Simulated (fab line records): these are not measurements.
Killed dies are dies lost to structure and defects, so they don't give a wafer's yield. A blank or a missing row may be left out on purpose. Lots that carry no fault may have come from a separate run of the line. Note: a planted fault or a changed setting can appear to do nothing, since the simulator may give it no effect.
Chamber matching -- flow n5 finfet -- N5_FIN_SAQP_MANDREL2_REMOVE_60 on rie si-03 has 4 sister chambers
The step chemistry HBr/Cl2/O2, target a-Si, stops on SiNx, bt time 10 s. 4 wafers are shown with their chamber, then 10 later ones without.

== WAFERS, EACH WITH ITS CHAMBER ==
wafer,chamber,throttle valve pct (%)
L087.2,1,36.91
L087.5,3,36.78
L090.1,2,36.37
L090.3,0,36.36

== WAFERS WITH NO CHAMBER GIVEN ==
wafer,throttle valve pct (%)
L090.6,36.78
L091.4,36.90
L091.5,36.90
L091.6,36.37
L095.1,36.78
L095.3,36.91
L095.4,36.39
L096.2,36.92
L096.3,36.34
L096.6,36.38

== EACH ONE'S CHAMBER ==
wafer,from the rows above,in truth
L090.6,3,3
L091.4,1,1
L091.5,1,1
L091.6,can't be placed: 2 or 0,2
L095.1,3,3
L095.3,1,1
L095.4,can't be placed: 2 or 0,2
L096.2,1,1
L096.3,can't be placed: 0 or 2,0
L096.6,can't be placed: 2 or 0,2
Correct placement for 6 of the 10. From these rows, 4 cannot be placed; in 4 the true chamber is one of the candidates. Number placed wrongly: 0.
How it was worked out, from the rows above alone: a wafer's distance from a chamber is the root of the sum, over the readings, of the square of ((its reading less the chamber's mean) divided by the reading's scatter). The wafer belongs to the nearest chamber; if the next one is less than 2 further off, it can't be placed. The mean given for a chamber averages the wafers shown for that chamber. The scatter (one wafer shown for each chamber): square how far every hidden wafer sits from the nearest shown wafer, average those squares and take the square root.
